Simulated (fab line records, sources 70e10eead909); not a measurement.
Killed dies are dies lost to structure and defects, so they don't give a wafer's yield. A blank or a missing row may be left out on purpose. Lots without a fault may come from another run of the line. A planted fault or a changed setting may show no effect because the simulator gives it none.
fab line records | flow nand_harc
record lots=6 wafers=18 last_day=33
route steps=1302 shown A_M0@1142 END@1302
lots that met no fault: from a run of the same line without faults
start_h: hours from the record's first day to the start of the lot's first wafer shown | wait_h: hours since the lot's step before | " the same as in the row above | L1.1+2: a row that stands for several wafers | - no value, or no start given | * or withheld: withheld | < > ~ a bound
route shown NAME@n: a module of which the file shows steps, and the number in the route of the first | usual: mean/standard deviation of fault-free wafers | same: alike in all rows | chamber/n: place in a boat | sites: the reading at each site | _std_site: their standard deviation | _edge_site: outer sites' mean less inner sites' | radius_mm: how far each site lies from the wafer's centre | mask NAME#n: copy n | behind: the tool/chamber that last shaped the wafer | hold: why the lot was held/for how many hours/how that ended | device: the transistor (n, p or np) that didn't switch | end of line: the same wafers' tests at the end of the route | a step without rows: its recipe alone | killed: dies lost to structure and defects at the first sort, not the wafer's yield | map: a wafer's dies, x killed, . not, _ none there
set.NAME: the setting as run; set.NAME@STEP: as run at that earlier step | model.NAME: the simulator's own value behind a step, which no gauge read
lots at some steps of the route; a table a step, a row a wafer
services: from which hour (start_h, from the record's first day; less than 0 if before it) a tool's chamber was out of use, for how many hours, and why
## steps
# step NHARC_A_M0_SOFTBAKE_04
# recipe temp_c=105 time_s=55
# step NHARC_A_M0_EBR_05
# step NHARC_A_M0_EXPOSE_06
# recipe na=1.35 target_cd_nm=80 dose_mj=83.25 mask_id=A_M0
# step NHARC_A_M0_PEB_07
# recipe peb_temp_c=100 peb_time_s=65
# step NHARC_A_M0_DEVELOP_08
# recipe develop_time_s=35 dev_temp_c=23
# step NHARC_A_M0_CD_MEAS_09
# recipe target_cd_nm=80 landing_energy_ev=500
# usual cd_nm=79.8/0.99
# same landing_energy_ev=500
# columns lot.wafer tool chamber start_h wait_h cd_nm
L886.2 cd_sem-01 0 528.85 - 79.5
L886.3 " 0 " " 77.4
L886.6 " 0 " " 79.6
L894.3 cd_sem-02 0 618.05 - 77.7
L894.4 " 0 " " 79.7
L894.5 " 0 " " 77.6
L899.2 cd_sem-03 0 663.89 - 79.5
L899.4 " 0 " " 79.7
L899.5 " 0 " " 79.5
L898.2 cd_sem-01 0 667.76 - 78.9
L898.3 " 0 " " 79.6
L898.4 " 0 " " 80.9
L906.1 cd_sem-01 0 743.11 - 78.9
L906.2 " 0 " " 80.4
L906.4 " 0 " " 80.3
L908.1 cd_sem-01 0 753.66 - 80.5
L908.2 " 0 " " 79.1
L908.6 " 0 " " 79.3
# step NHARC_A_M0_OVL_MEAS_10
# recipe pitch_nm=160
# usual overlay_x_nm=0.0/0.74 overlay_y_nm=-0.1/0.91
# columns lot.wafer tool chamber start_h wait_h overlay_x_nm overlay_y_nm
L886.2 overlay-01 - 528.93 - 0.3 -0.5
L886.3 " - " " 0.2 -0.9
L886.6 " - " " 0.4 -0.9
L894.3 overlay-01 - 618.14 - 0.1 -0.2
L894.4 " - " " -0.2 0.1
L894.5 " - " " -0.3 -0.5
L899.2 overlay-01 - 663.98 - -1.5 0.2
L899.4 " - " " -2.6 0.3
L899.5 " - " " -2.6 0.1
L898.2 overlay-02 - 667.85 - -0.5 0.1
L898.3 " - " " -0.4 0.3
L898.4 " - " " -0.4 -0.3
L906.1 overlay-01 - 743.20 - 0.5 0.0
L906.2 " - " " 0.5 -0.4
L906.4 " - " " 0.8 -0.7
L908.1 overlay-02 - 753.75 - 0.5 1.6
L908.2 " - " " 0.4 0.9
L908.6 " - " " 0.5 1.4
# step NHARC_A_M0_INSPECT_11
# usual raw_defect_count=82/42
# columns lot.wafer tool chamber start_h wait_h raw_defect_count
L886.2 defect_inspect-01 - 528.97 0.0 68
L886.3 " - " " 68
L886.6 " - " " 47
L894.3 defect_inspect-02 - 618.17 0.0 83
L894.4 " - " " 85
L894.5 " - " " 98
L899.2 defect_inspect-01 - 664.02 0.0 58
L899.4 " - " " 56
L899.5 " - " " 56
L898.2 defect_inspect-02 - 667.88 0.0 82
L898.3 " - " " 75
L898.4 " - " " 70
L906.1 defect_inspect-02 - 743.24 0.0 103
L906.2 " - " " 132
L906.4 " - " " 109
L908.1 defect_inspect-01 - 753.78 0.0 79
L908.2 " - " " 70
L908.6 " - " " 61
# step NHARC_A_M0_DESCUM_14
# recipe time_s=3 o2_flow_sccm=200 ar_flow_sccm=0 bias_power_w=0 chemistry=O2
# usual chamber_pressure_mTorr=60.00/0.054 drypump_motor_current_A=5.5/0.46 oes_product_au=0.998/0.011 rf_vpp_V=57.6/0.9 showerhead_plenum_p_Torr=1.88/0.088 throttle_valve_pct=11.310/0.0089
# columns lot.wafer tool chamber start_h wait_h chamber_pressure_mTorr drypump_motor_current_A oes_product_au rf_hours_counter_h rf_vpp_V showerhead_plenum_p_Torr throttle_valve_pct
L886.2 rie_diel-02 0 529.03 0.1 59.96 5.3 0.998 8.8 59.4 2.00 11.303
L886.3 " 3 " " 59.88 5.3 1.014 8.5 55.5 1.99 11.307
L886.6 " 2 " " 60.03 4.8 0.998 - 59.0 1.99 11.312
L894.3 rie_diel-08 1 618.23 0.1 60.10 4.9 0.984 5.2 57.6 1.82 11.314
L894.5 " 1 " " 59.93 4.9 0.986 - 57.8 1.82 11.309
L894.4 " 0 " " 60.03 5.9 0.999 - 57.7 1.81 11.304
L899.2 rie_diel-09 2 664.10 0.1 60.05 6.2 0.998 5.2 57.3 1.78 11.313
L899.4 " 1 " " 59.95 5.8 1.007 - 58.3 1.98 11.313
L899.5 " 2 " " 60.03 6.2 1.000 - 57.5 1.78 11.327
L898.4 rie_diel-08 1 667.95 0.1 59.95 4.9 0.988 8.4 58.1 1.82 11.312
L898.3 " 2 " " 59.93 5.4 1.000 7.3 56.5 1.78 11.311
L898.2 " 3 " " 59.93 6.1 0.989 7.9 58.7 1.94 11.320
L906.1 rie_diel-09 1 743.30 0.1 60.11 5.8 1.010 3.3 58.5 1.98 11.312
L906.4 " 2 " " 59.93 6.3 0.983 3.0 57.2 1.78 11.318
L906.2 " 0 " " 59.94 5.0 1.001 3.4 57.4 1.81 11.307
L908.1 rie_diel-09 2 753.85 0.1 60.00 6.3 0.974 3.3 56.9 1.78 11.303
L908.2 " 0 " " 59.99 5.0 0.983 3.6 57.9 1.81 11.314
L908.6 " 2 " " 59.89 6.3 0.973 - 58.0 1.78 11.313
# step NHARC_A_M0_ETCH_34
# recipe target_depth_a=400 overetch_a=120 time_s=43.94 ion_energy_ev=200 n2_flow_sccm=150 h2_flow_sccm=150 ar_flow_sccm=0 rf_w=400 bias_w=150 chemistry=N2/H2
# usual chamber_pressure_mTorr=30.001/0.029 drypump_motor_current_A=5.5/0.46 oes_product_au=1.000/0.012 rf_vpp_V=429.5/2.9 showerhead_plenum_p_Torr=2.00/0.096 throttle_valve_pct=14.172/0.009
# columns lot.wafer tool chamber start_h wait_h chamber_pressure_mTorr drypump_motor_current_A oes_product_au rf_hours_counter_h rf_vpp_V showerhead_plenum_p_Torr throttle_valve_pct
L886.2 rie_diel-02 2 529.14 0.1 30.012 4.9 1.003 9.0 434.7 2.12 14.184
L886.3 " 3 " " 29.985 5.3 1.018 8.5 432.6 2.12 14.183
L886.6 " 0 " " 29.984 5.3 1.003 - 434.8 2.13 14.181
L894.3 rie_diel-08 0 618.34 0.1 30.052 5.9 1.003 4.8 427.8 1.92 14.157
L894.5 " 0 " " 30.006 5.9 0.997 - 426.4 1.92 14.175
L894.4 " 3 " " 29.989 6.1 0.984 - 431.8 2.06 14.187
L899.2 rie_diel-09 1 664.18 0.1 30.014 5.8 0.996 7.5 433.2 2.12 14.180
L899.5 " 1 " " 30.006 5.8 0.989 - 432.3 2.11 14.169
L899.4 " 2 " " 30.012 6.2 0.996 - 426.6 1.89 14.149
L898.3 rie_diel-08 2 668.03 0.1 29.986 5.4 0.991 7.3 428.1 1.89 14.156
L898.2 " 3 " " 29.994 6.1 0.996 7.9 431.1 2.06 14.173
L898.4 " 0 " " 30.032 5.9 0.997 7.6 427.1 1.92 14.162
L906.2 rie_diel-09 1 743.39 0.1 30.059 5.8 0.996 3.3 432.2 2.11 14.158
L906.4 " 2 " " 30.068 6.3 0.992 3.0 426.4 1.89 14.156
L906.1 " 0 " " 29.971 5.0 0.991 3.4 427.3 1.93 14.171
L908.2 rie_diel-09 0 753.93 0.1 30.023 5.0 1.002 3.6 427.7 1.92 14.173
L908.1 " 2 " " 30.001 6.2 0.982 3.4 425.5 1.89 14.169
L908.6 " 0 " " 29.990 5.0 1.005 - 427.5 1.93 14.161
# step NHARC_A_M0_ETCH_15
# recipe target_depth_a=1500 overetch_a=150 time_s=82.5 c4f8_flow_sccm=withheld ar_flow_sccm=400 rf_w=600 bias_w=300 chemistry=C4F8/Ar
# usual chamber_pressure_mTorr=25.003/0.024 oes_product_au=0.947/0.024 rf_vpp_V=439.5/2.8
# columns lot.wafer tool chamber start_h wait_h chamber_pressure_mTorr oes_product_au rf_hours_counter_h rf_vpp_V
L886.3 rie_diel-02 3 - - 25.047 0.973 8.6 441.4
L886.2 " 0 " " 24.963 0.965 8.8 443.1
L886.6 " 3 " " 25.014 0.988 - 442.3
L894.3 rie_diel-08 3 - - 25.004 0.948 5.2 440.8
L894.5 " 3 " " 25.026 0.939 - 442.6
L894.4 " 1 " " 24.971 0.949 - 437.0
L899.2 rie_diel-09 1 - - 24.988 0.924 7.6 442.6
L899.4 " 2 " " 25.000 0.945 - 437.2
L899.5 " 0 " " 24.977 0.916 - 436.4
L898.3 rie_diel-08 2 - - 24.956 0.984 7.4 435.8
L898.4 " 3 " " 25.014 0.968 7.9 441.9
L898.2 " 0 " " 25.032 0.966 7.6 436.4
L906.2 rie_diel-09 1 - - 25.019 0.957 3.3 442.8
L906.1 " 3 " " 25.030 0.991 3.1 442.6
L906.4 " 0 " " 25.011 0.957 3.4 438.3
L908.2 rie_diel-09 2 - - 25.006 0.949 3.4 437.3
L908.1 " 1 " " 24.963 0.965 3.7 443.4
L908.6 " 2 " " 25.007 0.950 - 436.4
# step NHARC_A_M0_CD_MEAS_16
# usual cd_nm=79.8/1.2
# columns lot.wafer tool chamber start_h wait_h cd_nm
L886.2 cd_sem-02 - 529.38 - 78.6
L886.3 " - " " 76.5
L886.6 " - " " 79.3
L894.3 cd_sem-02 - 618.58 - 76.8
L894.4 " - " " 79.8
L894.5 " - " " 76.9
L899.2 cd_sem-01 - 664.42 - 80.2
L899.4 " - " " 80.3
L899.5 " - " " 80.0
L898.2 cd_sem-02 - 668.25 - 78.4
L898.3 " - " " 80.6
L898.4 " - " " 80.8
L906.1 cd_sem-02 - 743.60 - 79.9
L906.2 " - " " 80.9
L906.4 " - " " 81.0
L908.1 cd_sem-02 - 754.14 - 80.4
L908.2 " - " " 79.2
L908.6 " - " " 79.6
# step NHARC_A_M0_STRIP_18
# recipe power_w=1000 n2_flow_sccm=150 h2_flow_sccm=150 ar_flow_sccm=0 bias_w=0 chemistry=N2/H2
# usual bias_w=0/0 chamber_pressure_mTorr=29.996/0.03 drypump_motor_current_A=5.5/0.45 oes_product_au=1.000/0.013 rf_vpp_V=90.6/1 showerhead_plenum_p_Torr=2.02/0.098 throttle_valve_pct=14.172/0.0088
# columns lot.wafer tool chamber start_h wait_h bias_w chamber_pressure_mTorr drypump_motor_current_A oes_product_au rf_hours_counter_h rf_vpp_V showerhead_plenum_p_Torr throttle_valve_pct
L886.2 rie_diel-09 2 529.47 0.1 0 29.979 6.3 0.998 1 90.1 1.89 14.170
L886.3 " 3 " " 0 30.004 5.6 1.014 1 90.6 2.10 14.177
L886.6 " 2 " " 0 30.013 6.3 0.996 - 89.5 1.89 14.169
L894.3 rie_diel-09 1 618.68 0.1 0 30.010 5.8 1.006 5 90.2 2.12 14.175
L894.5 " 0 " " 0 30.020 5.0 0.988 - 90.4 1.93 14.182
L894.4 " 1 " " 0 29.971 5.8 1.001 - 91.8 2.12 14.159
L899.2 rie_diel-02 0 664.55 0.1 - - - - - - - -
L899.4 " 1 " " - - - - - - - -
L899.5 " 2 " " - - - - - - - -
L898.3 rie_diel-09 1 668.32 0.1 - - - - - - - -
L898.2 " 2 " " - - - - - - - -
L898.4 " 0 " " - - - - - - - -
L906.2 rie_diel-02 0 743.68 0.1 0 30.001 5.3 0.990 12 91.9 2.13 14.177
L906.1 " 3 " " 0 30.017 5.3 1.009 12 90.4 2.12 14.152
L906.4 " 0 " " 0 29.977 5.3 1.001 - 91.8 2.13 14.169
L908.2 rie_diel-09 0 754.22 0.1 0 29.937 5.0 0.992 4 90.2 1.92 14.173
L908.1 " 3 " " 0 29.977 5.6 1.020 3 90.9 2.10 14.183
L908.6 " 1 " " 0 29.955 5.8 1.000 - 90.4 2.11 14.174
# step NHARC_A_M0_STRIP_19
# recipe time_s=600 temp_c=30 chemistry=post_etch_residue_remover
# step NHARC_END_SORT_01
# recipe temp_c=25
# usual defect_limited_yield=91/3.1 killed_at_array=54/21 killed_at_other=0.9/1.1 killed_at_periphery=3.5/2.5 killed_dies=58/21 killed_open=3.3/1.9 killed_short=2.6/1.8 sort_bin_2_pct=3.0/1.4 sort_bin_3_pct=0.6/0.41 sort_bin_4_pct=4.9/1.7 sort_n_pass=619/21 sort_rim_yield_pct=92/4 sort_yield_pct=91/3.1
# same gross_dies=677 sort_bin_5_pct[%]=0 sort_bin_6_pct[%]=0 sort_bin_7_pct[%]=0 sort_bin_8_pct[%]=0 sort_rim_n_gross=106.00
# columns lot.wafer tool chamber start_h wait_h defect_limited_yield[%] killed_at_array killed_at_other killed_at_periphery killed_dies killed_open killed_short sort_bin_2_pct[%] sort_bin_3_pct[%] sort_bin_4_pct[%] sort_n_pass sort_rim_yield_pct[%] sort_yield_pct[%]
L894.3 prober-02 0 661.53 3.1 90 64 0 2 66 6 0 2.5 0.7 6.5 611 90 90
L894.4 prober-02 0 662.32 3.4 90 63 0 3 66 2 4 3.7 1.0 5.0 611 96 90
L894.5 prober-02 0 663.12 3.7 90 64 0 2 66 3 0 3.5 0.6 5.6 611 92 90
L898.2 prober-01 0 706.28 2.8 4 647 1 0 648 2 1 89.1 1.0 5.6 29 0 4
L898.3 prober-01 0 707.09 3.1 5 639 1 4 644 4 3 88.9 0.3 5.9 33 19 5
L898.4 prober-01 0 707.89 3.4 4 642 3 2 647 2 2 90.1 0.9 4.6 30 0 4
# killed by level:class
L894.3 A_CHANNEL_HOLE_D1:chamber_film_flake=35 A_CHANNEL_HOLE_D2:chamber_film_flake=15 A_CONTACT:chamber_film_flake=4 A_DECK1_JOINT:geometric_particle:open=2 A_STAIRCASE:chamber_film_flake=2 A_CHANNEL_HOLE_D1:geometric_particle:open=1 A_ONON_D2:geometric_particle:open=1 A_CHANNEL_FILL_D2:geometric_particle:open=1
L894.4 A_CHANNEL_HOLE_D1:chamber_film_flake=35 A_CHANNEL_HOLE_D2:chamber_film_flake=17 A_STAIRCASE:chamber_film_flake=3 A_BLC:geometric_particle:open=2 A_CONTACT:chamber_film_flake=2 A_BLC:chamber_film_flake=2 P_M0:geometric_particle:short=1 P_M2:geometric_particle:short=1
L894.5 A_CHANNEL_HOLE_D1:chamber_film_flake=31 A_CHANNEL_HOLE_D2:chamber_film_flake=20 A_WL_FILL:chamber_film_flake=4 A_BLC:chamber_film_flake=2 A_DECK1_JOINT:geometric_particle:open=1 A_SLIT:geometric_particle:open=1 A_BONDPAD:geometric_particle:open=1 P_ZERO_WELL:chamber_film_flake=1
L898.2 A_M0:area_strip=589 A_CHANNEL_HOLE_D1:chamber_film_flake=35 A_CONTACT:chamber_film_flake=6 A_ZERO_WELL:chamber_film_flake=3 A_CHANNEL_FILL_D2:chamber_film_flake=3 A_WL_FILL:chamber_film_flake=3 A_CHANNEL_FILL_D1:geometric_particle:open=2 A_STAIRCASE:chamber_film_flake=2
L898.3 A_M0:area_strip=583 A_CHANNEL_HOLE_D1:chamber_film_flake=35 P_M1:chamber_film_flake=3 A_SLIT:chamber_film_flake=3 A_CHANNEL_FILL_D2:chamber_film_flake=3 A_CONTACT:chamber_film_flake=3 A_M0:geometric_particle:open=2 A_WL_FILL:chamber_film_flake=2
L898.4 A_M0:area_strip=593 A_CHANNEL_HOLE_D1:chamber_film_flake=25 A_CONTACT:chamber_film_flake=6 A_ZERO_WELL:chamber_film_flake=5 A_SLIT:chamber_film_flake=5 THIN_TSV:chamber_film_flake=3 A_CHANNEL_FILL_D1:geometric_particle:short=2 A_CHANNEL_FILL_D2:chamber_film_flake=2
# map L898.2 (x killed, . not)
____________x____________
_________xxxxxxx_________
_______xxxxxxxxxxx_______
______xxxxxxxxxxxxx______
_____xxxxxxxxxxxxxxx_____
____xxxxx.xxxxxxxxxxx____
____xxxxxxxxxxxxxxxxx____
___xxxxxxxxxxxxxxxxxxx___
___xxxxxxxxxxxxxxxxxxx___
__xxxxxxxx.xxxxxxxxxxxx__
__xxxxxxxxxxxxxxxxxxxxx__
_xxxxxxxxxxxx.xxxxxxxxxx_
_xxxxxx.xx.xxxxxxxxxxxxx_
_xxxxxxx.x.x.xxxxxxxxxxx_
_xxxxxxxxx.xx.xxxxxxxxxx_
_xxxxxxxxxx.xxxxxxxxxxxx_
xx.xxxxxxxxxx..xxxxxxxxxx
xxxxxxxxxxxxxxxxxxxxxxxxx
xxxxxxxxxxxx.xxxxxxxxxxxx
xxxxxxxxxxxxxxxx.xxxxxxxx
xxxxx.xxx.xx.xxxxxxxxxxxx
_xxxxxxx.x.xx.xxxxxxxxxx_
_xxxxxxxxx.xx.xxxxxxxxxx_
_xxxxxxxxx.xxxxxxxxxxxxx_
_xxxxxx.xxxxxxxxxxxxxxxx_
_xxxxxxxxxxxxxxxxxxxxxxx_
__xxxxxxxxxxxxxxxxxxxxx__
__xxxx..xxxxxxxxxxxxxxx__
___xxxxxxxxxxxxxxxxxxx___
___xxxxxxxxxxxxxxxxxxx___
____x.xxxxxxxxxxxxxxx____
____xxxxxxxxxxxxxxxxx____
_____xxxxxxxxxxxxxxx_____
______xxxxxxxxxxxxx______
_______xxxxxxxxxxx_______
_________xxxxxxx_________
____________x____________
# map L894.3 (x killed, . not)
____________x____________
_________.xxxxx._________
_______...x...x..._______
______......x.x..xx______
_____.....xxx...xxx._____
____........x.x.xxxx.____
____........x...xxx..____
___.............xxxx..___
___............xxxxxx.___
__..............xx.x...__
__.............xxxx..x.__
_...............x..x...._
_.............x.xxxx...._
_................x......_
_.................x....._
_......................._
.........................
.xx......................
......x..................
........x................
.........................
_......................._
_..................x...._
_......................._
_.....x................._
_......................._
__.....................__
__...................x.__
___..............x....___
___...................___
____.................____
____.................____
_____..............._____
______...x.x.......______
_______.x........._______
_________......._________
____________.____________
## services
# columns tool chamber start_h hours kind
rie_diel-09 0 506.16 - clean
rie_diel-09 1 506.16 - clean
rie_diel-09 2 506.16 - clean
rie_diel-09 3 506.16 - clean
rie_diel-02 1 526.08 8.1 repair
rie_diel-09 0 530.66 - clean
rie_diel-09 1 530.66 - clean
rie_diel-09 2 530.66 - clean
rie_diel-09 3 530.66 - clean
rie_diel-08 - 544.80 9.0 pm
rie_diel-09 0 555.30 - clean
rie_diel-09 1 555.30 - clean
rie_diel-02 2 562.91 7.4 repair
rie_diel-08 1 567.26 8.4 repair
rie_diel-02 - 570.70 9.0 pm
rie_diel-09 2 574.61 14.1 repair
rie_diel-08 2 612.46 20.7 repair
rie_diel-09 2 616.52 14.2 repair
rie_diel-09 1 650.24 4.6 repair
rie_diel-09 3 662.59 11.6 repair
rie_diel-09 - 674.16 9.0 pm
rie_diel-08 - 721.80 9.0 pm
rie_diel-02 2 741.10 4.7 repair
rie_diel-02 - 747.70 9.0 pm
## key
first_sign step=NHARC_A_M0_STRIP_18 reading=tool_record direction=missing
effect step=NHARC_END_SORT_01 reading=sort_bin_2_pct direction=up sigmas=62 usual=3.0 struck=89.4
more_kills_born_at NHARC_A_M0_STRIP_18@rie_diel-09=1765
met_at NHARC_A_M0_STRIP_18
struck_wafers L898.2,L898.3,L898.4,L899.2,L899.4,L899.5
later_rows_left_out L898.2,L898.3,L898.4,L899.2,L899.4,L899.5
sort_left_out L899.2,L899.4,L899.5
onset_between 618.68 664.55
fault kind=skipped_step_whole tool=rie_diel-02,rie_diel-09 chamber=- onset_h=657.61 steps=NHARC_A_M0_STRIP_18 scope=struck_lots_only
# sort_left_out: the simulated sort isn't trusted on such a fault, so these wafers' sort isn't shown, and their yield isn't known
# later_rows_left_out: the simulator's readings of these wafers behind a module that went badly wrong aren't trusted and aren't shown, but for the sort
